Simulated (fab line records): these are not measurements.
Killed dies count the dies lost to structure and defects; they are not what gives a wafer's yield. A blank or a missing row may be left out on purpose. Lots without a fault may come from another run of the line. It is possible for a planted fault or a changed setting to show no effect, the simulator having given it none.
A lot that was struck, set against a sound lot | flow nandHarc | 41 out of 1302 route steps
Sound: these wafers, L862.3, L862.4, L862.6. Struck: wafer L876.4. (L876.3, L876.6 of the same lot were not struck and are left out.) The cause comes at the end.
For every step that has rows: the tool of each side, followed by ch and its chambers, followed by its first start. Under that, the readings that differ: sound wafers | struck wafers | difference of the means | sigmas: that difference in standard deviations of wafers without a fault.
alike: readings whose means differ by less than 2 such deviations, and words and numbers that are the same on both sides. not compared: withheld readings, readings that some wafer has no value for, bounds like >300 that may hide the same value, and numbers for which the record gives no deviation and whose values overlap.
Wherever a step has rows on one side only, a row that says differs or no value, or a row with sigmas, the two part there. Non-overlapping numbers with no deviation appear without sigmas and do not part them. A reading that every wafer of one side lacks parts them only if that side has two wafers or more.

first, 3 steps without rows for these wafers: NHARC_A_SGD_CUT_EXPOSE_06 (exposes mask SGD); NHARC_A_SGD_CUT_PEB_07 (peb time 65 s); NHARC_A_SGD_CUT_DEVELOP_08 (develop time 35 s).
NHARC_A_SGD_CUT_CD_MEAS_09: target cd 100 nm.
  sound on cdSem-03 ch 0, day 22 06:22; struck on cdSem-02 ch 0, day 28 08:21
  alike: cdNm
NHARC_A_SGD_CUT_OVL_MEAS_10:
  struck on overlay-02, day 28 08:26; sound on overlay-01, day 22 06:27
  alike: overlayXNm, overlayYNm
NHARC_A_SGD_CUT_INSPECT_11:
  struck on defectInspect-01, day 28 08:28; sound on defectInspect-02, day 22 06:29
reading        | sound       | struck | difference | sigmas
rawDefectCount | 123 117 114 | 10     | -108       | -4
then, 2 steps without rows for these wafers: NHARC_A_SGD_CUT_DESCUM_14 (chemistry O2, time 3 s); NHARC_A_SGD_CUT_ETCH_58 (etches the open film in CF4, target depth 39 nm, time 65 s).
NHARC_A_SGD_CUT_ETCH_59: etches the open film in N2/H2, target depth 260 nm, time 406.25 s.
  sound on rieDiel-09 ch 2,3; struck on rieDiel-08 ch 0
  alike: drypumpMotorCurrentA, oesProductAu, rfVppV, showerheadPlenumPTorr, throttleValvePct
  not compared: rfHoursCounterH
then, 3 steps without rows for these wafers: NHARC_A_SGD_CUT_ETCH_15 (etches the open film in CH3F/O2, target depth 75 nm, time 64.3 s); NHARC_A_SGD_CUT_ETCH_16 (etches the open film in C4F8/O2/Ar, target depth 310.5 nm, time 155.2 s); NHARC_A_SGD_CUT_STRIP_60 (strips in C4F8/O2/Ar).
NHARC_A_SGD_CUT_STRIP_17: strips in O2.
  sound on rieDiel-09 ch 0,3, day 22 07:21; struck on rieDiel-08 ch 1, day 28 09:20
reading              | sound                | struck | difference | sigmas
oesProductAu (a.u.)  | 0.992 0.990 0.990    | 0.961  | -0.030     | -2
throttleValvePct (%) | 17.035 17.024 17.020 | 17.047 | +0.021     | +2
  alike: drypumpMotorCurrentA, rfVppV, showerheadPlenumPTorr
  not compared: rfHoursCounterH
then, 5 steps without rows for these wafers: NHARC_A_SGD_CUT_PRECLEAN_18 (cleans in SC1); NHARC_A_SGD_CUT_SRD_19; NHARC_A_SGD_CUT_DEP_20 (deposits SiO2, target thk 150 nm); NHARC_A_SGD_CUT_ANNEAL_27 (time 1800 s); NHARC_A_SGD_CUT_CMP_21 (polishes, target thk 148.19 nm).
NHARC_A_SGD_CUT_THK_MEAS_22: measures by ellipsometry.
  struck on filmMetro-02, day 28 14:42; sound on filmMetro-02, day 22 12:57
  alike: thkNm
then, 15 steps without rows for these wafers: NHARC_A_SGD_CUT_SRD_23; NHARC_A_SGD_CUT_ETCH_26 (etches SiO2 in dHF, target depth 45.8 nm); NHARC_A_SGD_CUT_ETCHBACK_24 (etches the open film in CH3F/O2, target depth 50 nm, time 92.857 s); NHARC_A_SGD_CUT_STRIP_28 (strips in O2, time 20 s); NHARC_A_SLIT_DEP_25 (deposits SiO2, target thk 200 nm); NHARC_A_SLIT_DEP_00 (deposits aC, target thk 6200 nm); NHARC_A_SLIT_DEP_23 (deposits SiON, target thk 100 nm); NHARC_A_SLIT_DEHYDRATE_01 (time 120 s); NHARC_A_SLIT_HMDS_02 (time 30 s); NHARC_A_SLIT_COAT_03 (resist thk 90 nm); NHARC_A_SLIT_SOFTBAKE_04 (time 55 s); NHARC_A_SLIT_EBR_05; NHARC_A_SLIT_EXPOSE_06 (exposes mask SLIT); NHARC_A_SLIT_PEB_07 (peb time 65 s); NHARC_A_SLIT_DEVELOP_08 (develop time 35 s).
NHARC_A_SLIT_CD_MEAS_09: target cd 300 nm.
  sound on cdSem-03 ch 0, day 22 20:52; struck on cdSem-01 ch 0, day 28 20:28
  alike: cdNm
NHARC_A_SLIT_OVL_MEAS_10:
  struck on overlay-01, day 28 20:33; sound on overlay-02, day 22 20:57
  alike: overlayXNm, overlayYNm
NHARC_A_SLIT_DESCUM_14: chemistry O2, time 3 s.
  sound on rieDiel-01 ch 0,2, day 22 21:03; struck on rieDiel-07 ch 3, day 28 20:40
reading                  | sound       | struck | difference | sigmas
drypumpMotorCurrentA (A) | 6.0 5.8 6.1 | 5.3    | -0.7       | -2
  alike: oesProductAu, rfVppV, showerheadPlenumPTorr, throttleValvePct
  not compared: rfHoursCounterH
NHARC_A_SLIT_ETCH_24: etches the open film in CF4/CHF3, target depth 121 nm, time 60.5 s.
  sound on rieDiel-01 ch 0,1,2, day 22 21:09; struck on rieDiel-07 ch 3, day 28 20:45
  alike: drypumpMotorCurrentA, oesProductAu, rfVppV, showerheadPlenumPTorr, throttleValvePct
  not compared: rfHoursCounterH
NHARC_A_SLIT_ETCH_15: etches the open film in O2/COS, target depth 6200 nm, time 1612 s.
  sound on rieDiel-01 ch 2,3; struck on rieDiel-07 ch 3
reading                      | sound          | struck | difference | sigmas
showerheadPlenumPTorr (Torr) | 3.33 3.29 3.29 | 2.99   | -0.31      | -2
  alike: cosFlowSccm, drypumpMotorCurrentA, oesProductAu, rfVppV, throttleValvePct
  not compared: rfHoursCounterH
NHARC_A_SLIT_ETCH_17: etches the open film in C4F8/O2/Ar, time 4254.5 s, target depth 20300 nm.
  sound on harEtch-02 ch 0,1, day 22 23:38; struck on harEtch-02 ch 0, day 28 23:22
  alike: drypumpMotorCurrentA, showerheadPlenumPTorr, throttleValvePct
  not compared: rfHoursCounterH
-- break in the record here, with 5 days between the starts of the struck wafers on either side (left off in module A_SLIT, picked up again in module END, where the first step shown is number 1302 on the route) --
NHARC_END_SORT_01:
  at this point the record logs the struck wafers (prober-01 ch 0, day 33 13:07) and has no rows for the sound ones

WHERE THEY PART
First at NHARC_A_SGD_CUT_INSPECT_11; last, within this record, at NHARC_END_SORT_01.

WHY: whatever the simulator had introduced
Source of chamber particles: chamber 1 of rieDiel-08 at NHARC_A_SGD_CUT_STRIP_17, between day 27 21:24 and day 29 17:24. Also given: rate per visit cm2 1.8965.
